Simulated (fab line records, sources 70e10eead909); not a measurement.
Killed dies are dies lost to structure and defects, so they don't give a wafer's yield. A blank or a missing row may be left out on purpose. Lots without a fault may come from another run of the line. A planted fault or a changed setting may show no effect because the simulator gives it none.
Chamber matching | flow nand_harc | NHARC_A_BONDPAD_DESCUM_11 on rie_diel-10: 4 sister chambers
The step chemistry O2, time 3 s. 4 wafers are shown with their chamber, then 12 later ones without.

WAFERS WITH THEIR CHAMBER
wafer  | chamber | drypump_motor_current_A (A)
L088.3 | 3       | 5.4
L091.1 | 2       | 5.7
L091.3 | 0       | 6.0
L091.4 | 1       | 5.6

WAFERS WITHOUT THEIR CHAMBER
wafer  | drypump_motor_current_A (A)
L095.1 | 5.7
L095.4 | 5.9
L095.5 | 5.6
L094.2 | 5.7
L094.5 | 5.4
L094.6 | 5.9
L096.1 | 5.7
L096.5 | 5.4
L096.6 | 5.9
L097.1 | 5.7
L097.2 | 5.4
L097.6 | 5.7

WHICH CHAMBER EACH WENT THROUGH
wafer  | from the rows above | in truth
L095.1 | 2                   | 2
L095.4 | 0                   | 0
L095.5 | 1                   | 1
L094.2 | 2                   | 2
L094.5 | 3                   | 3
L094.6 | 0                   | 0
L096.1 | 2                   | 2
L096.5 | 3                   | 3
L096.6 | 0                   | 0
L097.1 | 2                   | 2
L097.2 | 3                   | 3
L097.6 | 2                   | 2
Placed correctly: 12 of 12. Can't be placed from these rows: 0. Placed wrongly: 0.
How it was worked out, from the rows above alone: a wafer's distance from a chamber is the root of the sum, over the readings, of the square of ((its reading less the chamber's mean) divided by the reading's scatter). The wafer belongs to the nearest chamber; if the next one is less than 2 further off, it can't be placed. A chamber's mean is the mean of its shown wafers. The scatter: with one shown wafer a chamber, the root of the mean of the squares of how far each hidden wafer lies from its nearest shown one.
